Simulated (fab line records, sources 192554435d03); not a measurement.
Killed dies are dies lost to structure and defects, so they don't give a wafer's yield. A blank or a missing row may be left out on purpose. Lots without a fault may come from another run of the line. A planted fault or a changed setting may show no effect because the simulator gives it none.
Chamber matching | flow n5_finfet | N5_BEOL_M10_ETCH_62 on rie_diel-04: 4 sister chambers
The step etches SOC in N2/H2, target depth 110 nm, overetch 22 nm, time 165 s. 7 wafers are shown with their chamber, then 8 later ones without.

WAFERS WITH THEIR CHAMBER
wafer  | chamber | showerhead_plenum_p_Torr (Torr) | drypump_motor_current_A (A)
L079.6 | 3       | 2.68                            | 6.0
L080.1 | 2       | 2.46                            | 5.9
L088.2 | 1       | 2.48                            | 6.0
L089.2 | 3       | 2.67                            | 6.0
L089.3 | 1       | 2.48                            | 5.9
L089.6 | 0       | 2.48                            | 6.5
L092.1 | 0       | 2.48                            | 6.5

WAFERS WITHOUT THEIR CHAMBER
wafer  | showerhead_plenum_p_Torr (Torr) | drypump_motor_current_A (A)
L092.4 | 2.67                            | 6.0
L092.6 | 2.45                            | 5.9
L095.1 | 2.47                            | 6.6
L095.3 | 2.67                            | 6.0
L095.4 | 2.48                            | 6.0
L097.1 | 2.47                            | 6.5
L097.4 | 2.47                            | 6.0
L097.5 | 2.47                            | 6.5

WHICH CHAMBER EACH WENT THROUGH
wafer  | from the rows above     | in truth
L092.4 | 3                       | 3
L092.6 | 2                       | 2
L095.1 | 0                       | 0
L095.3 | 3                       | 3
L095.4 | 1                       | 1
L097.1 | 0                       | 0
L097.4 | can't be placed: 1 or 2 | 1
L097.5 | 0                       | 0
Placed correctly: 7 of 8. Can't be placed from these rows: 1 (the true chamber is among the candidates in 1). Placed wrongly: 0.
How it was worked out, from the rows above alone: a wafer's distance from a chamber is the root of the sum, over the readings, of the square of ((its reading less the chamber's mean) divided by the reading's scatter). The wafer belongs to the nearest chamber; if the next one is less than 2 further off, it can't be placed. A chamber's mean is the mean of its shown wafers. The scatter: the root of (the sum of the squares of (reading less its chamber's mean) over the shown wafers, divided by (wafers less chambers)).
